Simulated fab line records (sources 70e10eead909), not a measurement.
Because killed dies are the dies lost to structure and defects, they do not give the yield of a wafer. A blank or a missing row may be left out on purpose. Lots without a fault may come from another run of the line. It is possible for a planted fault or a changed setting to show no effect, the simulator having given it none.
Chamber matching || flow nand_harc || 4 sister chambers for NHARC_A_WL_FILL_ALD_00 on ald_hk-03
The step deposits Al2O3, target thk 3 nm, pulse time 3 s, ald cycles 30. 8 wafers are shown with their chamber, then 7 later ones without.

EACH WAFER AND ITS CHAMBER
{"wafer": "L076.5", "chamber": 1, "heater_power_w (W)": 498, "precursor_pulse_height_rel": 0.993}
{"wafer": "L077.4", "chamber": 1, "heater_power_w (W)": 495, "precursor_pulse_height_rel": 1.003}
{"wafer": "L086.2", "chamber": 2, "heater_power_w (W)": 456, "precursor_pulse_height_rel": 0.939}
{"wafer": "L089.1", "chamber": 3, "heater_power_w (W)": 450, "precursor_pulse_height_rel": 0.982}
{"wafer": "L089.3", "chamber": 2, "heater_power_w (W)": 470, "precursor_pulse_height_rel": 0.996}
{"wafer": "L089.4", "chamber": 0, "heater_power_w (W)": 450, "precursor_pulse_height_rel": 0.989}
{"wafer": "L092.1", "chamber": 0, "heater_power_w (W)": 437, "precursor_pulse_height_rel": 0.967}
{"wafer": "L092.5", "chamber": 3, "heater_power_w (W)": 439, "precursor_pulse_height_rel": 0.990}

WAFERS WITH NO CHAMBER GIVEN
{"wafer": "L092.6", "heater_power_w (W)": 473, "precursor_pulse_height_rel": 0.986}
{"wafer": "L093.2", "heater_power_w (W)": 513, "precursor_pulse_height_rel": 0.948}
{"wafer": "L093.3", "heater_power_w (W)": 470, "precursor_pulse_height_rel": 0.994}
{"wafer": "L093.5", "heater_power_w (W)": 442, "precursor_pulse_height_rel": 1.007}
{"wafer": "L095.1", "heater_power_w (W)": 447, "precursor_pulse_height_rel": 1.008}
{"wafer": "L095.4", "heater_power_w (W)": 445, "precursor_pulse_height_rel": 0.983}
{"wafer": "L095.5", "heater_power_w (W)": 448, "precursor_pulse_height_rel": 0.977}

EACH ONE'S CHAMBER
{"wafer": "L092.6", "from the rows above": "can't be placed: 2 or 1", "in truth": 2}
{"wafer": "L093.2", "from the rows above": 1, "in truth": 1}
{"wafer": "L093.3", "from the rows above": "can't be placed: 2 or 3 or 1 or 0", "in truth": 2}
{"wafer": "L093.5", "from the rows above": "can't be placed: 3 or 0", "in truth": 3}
{"wafer": "L095.1", "from the rows above": "can't be placed: 3 or 0 or 2", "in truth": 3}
{"wafer": "L095.4", "from the rows above": "can't be placed: 3 or 0", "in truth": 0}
{"wafer": "L095.5", "from the rows above": "can't be placed: 0 or 3 or 2", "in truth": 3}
1 of 7 placed correctly. Cannot be placed on the basis of these rows: 6; the candidates contain the true chamber in 6. Number placed wrongly: 0.
How it was worked out, from the rows above alone: a wafer's distance from a chamber is the root of the sum, over the readings, of the square of ((its reading less the chamber's mean) divided by the reading's scatter). If the next closest chamber is less than 2 further off than the closest, the wafer can't be placed; otherwise it belongs to the closest. Each chamber's mean is taken over the wafers shown for it. The scatter: take each reading less its chamber's mean, square it, sum over the shown wafers, divide by the number of wafers less the number of chambers, and take the root.
